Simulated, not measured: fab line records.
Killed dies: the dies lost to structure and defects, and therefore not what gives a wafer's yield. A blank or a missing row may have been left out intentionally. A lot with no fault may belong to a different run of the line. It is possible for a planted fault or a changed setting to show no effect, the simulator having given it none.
Split-lot experiment || flow n5Finfet || 7 lots, 21 wafers read, on a route of 1938 steps

## THE SPLIT ITSELF
At N5_BEOL_M0_SAQP_SPACER1_ALD_98 (deposits SiO2, target thk 12.8 nm, pulse time 1 s, purge time 2 s), the setting aldCycles was moved away from the recipe's 138 on 7 of the 21 wafers read, by -12.3% to +13.0%. This setting was run at the recipe's value on the other wafers.

## FROM THE SPLIT TO THE READING: what the file shows between them, 2 steps
- N5_BEOL_M0_SAQP_SPACER1_ETCHBACK_99: etches SiO2 in CHF3/O2, target depth 15.4 nm, time 7.7 s
- N5_BEOL_M0_SAQP_MANDREL1_REMOVE_100: chemistry HBr/Cl2/O2, target a-Si, stops on SiNx, bt time 10 s

## THE READING
At N5_BEOL_M0_SAQP_CD_MEAS_25: cdNm in nanometres, against a target cd of 13.1 nm. A value of 12.79 nm with a standard deviation of 0.24 nm is what fault-free wafers of this fab line usually give.

{"wafer": "L076.1", "tool, chamber at the split": "aldSin-04, 0,2", "aldCycles as run": 138, "against the recipe": "recipe", "cdNm, nm": 12.75, "against lot-mates on the recipe": "-"}
{"wafer": "L076.2", "tool, chamber at the split": "aldSin-04, 0,2", "aldCycles as run": 138, "against the recipe": "recipe", "cdNm, nm": 13.04, "against lot-mates on the recipe": "-"}
{"wafer": "L076.6", "tool, chamber at the split": "aldSin-04, 2", "aldCycles as run": 121, "against the recipe": "-12.3%", "cdNm, nm": 10.90, "against lot-mates on the recipe": -1.99}
{"wafer": "L074.4", "tool, chamber at the split": "aldSin-04, 2,1", "aldCycles as run": 155, "against the recipe": "+12.3%", "cdNm, nm": 14.15, "against lot-mates on the recipe": "+1.40"}
{"wafer": "L074.5", "tool, chamber at the split": "aldSin-04, 0", "aldCycles as run": 138, "against the recipe": "recipe", "cdNm, nm": 12.75, "against lot-mates on the recipe": "-"}
{"wafer": "L074.6", "tool, chamber at the split": "aldSin-04, 2,1", "aldCycles as run": 155, "against the recipe": "+12.3%", "cdNm, nm": 14.12, "against lot-mates on the recipe": "+1.37"}
{"wafer": "L080.1", "tool, chamber at the split": "aldSin-01, 2,3", "aldCycles as run": 138, "against the recipe": "recipe", "cdNm, nm": 12.67, "against lot-mates on the recipe": "-"}
{"wafer": "L080.2", "tool, chamber at the split": "aldSin-01, 2,3", "aldCycles as run": 138, "against the recipe": "recipe", "cdNm, nm": 12.85, "against lot-mates on the recipe": "-"}
{"wafer": "L080.5", "tool, chamber at the split": "aldSin-01, 0", "aldCycles as run": 156, "against the recipe": "+13.0%", "cdNm, nm": 14.22, "against lot-mates on the recipe": "+1.46"}
{"wafer": "L084.2", "tool, chamber at the split": "aldSin-01, 0,2,2", "aldCycles as run": 138, "against the recipe": "recipe", "cdNm, nm": 12.74, "against lot-mates on the recipe": "-"}
{"wafer": "L084.3", "tool, chamber at the split": "aldSin-01, 0,2,2", "aldCycles as run": 138, "against the recipe": "recipe", "cdNm, nm": 12.85, "against lot-mates on the recipe": "-"}
{"wafer": "L084.6", "tool, chamber at the split": "aldSin-01, 0,2,2", "aldCycles as run": 138, "against the recipe": "recipe", "cdNm, nm": 13.13, "against lot-mates on the recipe": "-"}
{"wafer": "L088.1", "tool, chamber at the split": "aldSin-02, 2,1", "aldCycles as run": 138, "against the recipe": "recipe", "cdNm, nm": 12.96, "against lot-mates on the recipe": "-"}
{"wafer": "L088.2", "tool, chamber at the split": "aldSin-02, 0", "aldCycles as run": 154, "against the recipe": "+11.6%", "cdNm, nm": 14.35, "against lot-mates on the recipe": "+1.66"}
{"wafer": "L088.5", "tool, chamber at the split": "aldSin-02, 2,1", "aldCycles as run": 138, "against the recipe": "recipe", "cdNm, nm": 12.41, "against lot-mates on the recipe": "-"}
{"wafer": "L093.1", "tool, chamber at the split": "aldSin-04, 1,2,3", "aldCycles as run": 138, "against the recipe": "recipe", "cdNm, nm": 12.97, "against lot-mates on the recipe": "-"}
{"wafer": "L093.3", "tool, chamber at the split": "aldSin-04, 1,2,3", "aldCycles as run": 138, "against the recipe": "recipe", "cdNm, nm": 12.52, "against lot-mates on the recipe": "-"}
{"wafer": "L093.6", "tool, chamber at the split": "aldSin-04, 1,2,3", "aldCycles as run": 138, "against the recipe": "recipe", "cdNm, nm": 12.91, "against lot-mates on the recipe": "-"}
{"wafer": "L097.1", "tool, chamber at the split": "aldSin-01, 1,3", "aldCycles as run": 152, "against the recipe": "+10.1%", "cdNm, nm": 14.11, "against lot-mates on the recipe": "+0.98"}
{"wafer": "L097.2", "tool, chamber at the split": "aldSin-01, 0", "aldCycles as run": 138, "against the recipe": "recipe", "cdNm, nm": 13.13, "against lot-mates on the recipe": "-"}
{"wafer": "L097.6", "tool, chamber at the split": "aldSin-01, 1,3", "aldCycles as run": 152, "against the recipe": "+10.1%", "cdNm, nm": 14.05, "against lot-mates on the recipe": "+0.92"}
Rows listing several chambers each stand for several wafers; the file does not say which wafer went through which chamber.

FIT RESULTS
A straight line over all 21 wafers: cdNm changes by +0.124 nm for each +1% of aldCycles; r = +0.97; the points scatter about the line by 0.21 nm.
The same after taking each lot's own level away (the mean of its wafers on the recipe; 21 wafers): +0.124 nm for each +1%; r = +0.97; scatter 0.21 nm.
Per that fit: largest aldCycles move, reading shift of 1.6 nm.
Measured against the standard deviation above, the lots' own levels, which go from 12.685 to 13.130 nm, span 1.9 times it.
So the lot-to-lot level changes the slope little: the two slopes agree.
Check: for one of the wafers moved furthest among these (+13.0%), held out of the fit, the line's prediction against its lot-mates is +1.58 nm. Against them it came out at +1.46 nm.

## THESE WAFERS: OTHER SPLITS
Before the reading, these wafers also passed through other splits. Each is held against what the fit with the lots' levels taken away leaves over:
{"other split on the same wafers": "N5_HKMG_FIN_HK_ALD_01 aldCycles", "wafers away from the commonest value": 5, "r with cdNm (lot level and that fit taken away)": -0.03}
{"other split on the same wafers": "N5_GATE_CUT_ETCH_58 timeS", "wafers away from the commonest value": 5, "r with cdNm (lot level and that fit taken away)": -0.06}
{"other split on the same wafers": "N5_GATE_CUT_COAT_27 spinRpm", "wafers away from the commonest value": 12, "r with cdNm (lot level and that fit taken away)": "+0.39"}
{"other split on the same wafers": "N5_MOL_CONTACT_COAG_ETCH_110 biasW", "wafers away from the commonest value": 7, "r with cdNm (lot level and that fit taken away)": -0.02}
{"other split on the same wafers": "N5_MOL_CONTACT_COAG_COAT_75 spinRpm", "wafers away from the commonest value": 8, "r with cdNm (lot level and that fit taken away)": -0.15}

## THE WHOLE CHAIN: every reading that the file lists as answering this split, in the file's order
{"step": "N5_BEOL_M0_SAQP_SPACER1_ALD_98", "what it does": "deposits SiO2, target thk 12.8 nm, pulse time 1 s, purge time 2 s", "reading": "SiO2_of_BEOL_M0_SAQP_SPACER1_ALD_98.thkNm (the simulator's own value, which no gauge read)", "change (the file's fit)": "+0.129 nm for each +1% of the setting", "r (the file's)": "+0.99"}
{"step": "N5_BEOL_M0_SAQP_MANDREL1_REMOVE_100", "what it does": "chemistry HBr/Cl2/O2, target a-Si, stops on SiNx, bt time 10 s", "reading": "BEOL_M0_SAQP.cdNm (the simulator's own value, which no gauge read)", "change (the file's fit)": "+0.123 nm for each +1% of the setting", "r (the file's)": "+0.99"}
{"step": "N5_BEOL_M0_SAQP_CD_MEAS_25", "what it does": "target cd 13.1 nm", "reading": "cdNm", "change (the file's fit)": "+0.126 nm for each +1% of the setting", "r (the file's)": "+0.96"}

## THE FILE'S OWN FIT
cdNm changes by +0.126 nm for each +1% of aldCycles, r = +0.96.
